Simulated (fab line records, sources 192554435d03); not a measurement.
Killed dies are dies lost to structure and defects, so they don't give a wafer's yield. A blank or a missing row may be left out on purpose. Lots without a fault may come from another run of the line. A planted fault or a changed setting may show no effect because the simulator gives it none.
Which tool did it? | flow n5_finfet | 12 lots, 36 wafers sampled, at 3 steps of a route of 1938

WHAT THE GAUGES READ, wafer by wafer
N5_BEOL_M12_THK_MEAS_50: measures by xrf.
lot  | measured     | on            | M12_THK (nm)
L074 | day 13 18:32 | film_metro-01 | 320 320 314
L078 | day 14 01:28 | film_metro-01 | 309 317 317
L079 | day 14 20:40 | film_metro-02 | 304 311 315
L084 | day 16 00:40 | film_metro-02 | 318 315 313
L080 | day 16 12:29 | film_metro-02 | 314 314 310
L087 | day 16 16:43 | film_metro-01 | 313 328 315
L088 | day 17 13:18 | film_metro-02 | 314 303 310
L089 | day 18 03:35 | film_metro-02 | 311 319 309
L093 | day 18 07:43 | film_metro-02 | 311 312 305
L086 | day 18 13:04 | film_metro-02 | 318 311 316
L092 | day 19 01:31 | film_metro-02 | 324 326 317
L096 | day 19 08:38 | film_metro-02 | 326 309 310

WHICH TOOL RAN EACH LOT (tool, then ch and the chambers of the sampled wafers, then the start)
lot  | N5_BEOL_M12_ANNEAL_48            | N5_BEOL_M12_CMP_49
L074 | rtp_anneal-02 ch 0, day 13 17:56 | cmp-02 ch 2,3, day 13 18:14
L078 | rtp_anneal-02 ch 0, day 14 00:35 | cmp-02 ch 1,2,3, day 14 01:10
L079 | rtp_anneal-01 ch 0, day 14 20:12 | cmp-03 ch 0,3, day 14 20:22
L084 | rtp_anneal-02 ch 0, day 15 23:32 | cmp-02 ch 0,3, day 16 00:22
L080 | rtp_anneal-01 ch 0, day 16 11:54 | cmp-02 ch 0,1,3, day 16 12:19
L087 | rtp_anneal-02 ch 0, day 16 16:08 | cmp-03 ch 0,2,3, day 16 16:25
L088 | rtp_anneal-02 ch 0, day 17 12:47 | cmp-02 ch 1,2, day 17 13:00
L089 | rtp_anneal-02 ch 0, day 18 03:04 | cmp-02 ch 0,1, day 18 03:17
L093 | rtp_anneal-02 ch 0, day 18 07:06 | cmp-01 ch 1,2,3, day 18 07:25
L086 | rtp_anneal-01 ch 0, day 18 12:34 | cmp-01 ch 0,1,3, day 18 12:49
L092 | rtp_anneal-02 ch 0, day 19 00:58 | cmp-02 ch 1,2, day 19 01:15
L096 | rtp_anneal-02 ch 0, day 19 08:07 | cmp-03 ch 0,2, day 19 08:22
- N5_BEOL_M12_ANNEAL_48: time 90 s.
- N5_BEOL_M12_CMP_49: polishes, stops on SiOC, t overpolish 20.6 s, target thk 320 nm.

THE ANSWER, worked out from the rows above alone
Rule: what is usual is taken from the lots themselves. Put in order of their means at a reading, lots are off if they are a third of the lots or fewer, leave a main group of 4 or more, and stand apart from it by a gap of 3 or more times the standard deviation of the main group's means; of several such gaps the widest counts. A main group whose means are all the same, to the digits that the tables above print for the reading, isn't used. A lot without any number at a reading at which 4 lots or more have one is off too. The other lots that the step has rows for count as sound.
No lot is off at any reading shown: from this, nothing can be told.

WHAT THE SIMULATOR HAD PUT IN
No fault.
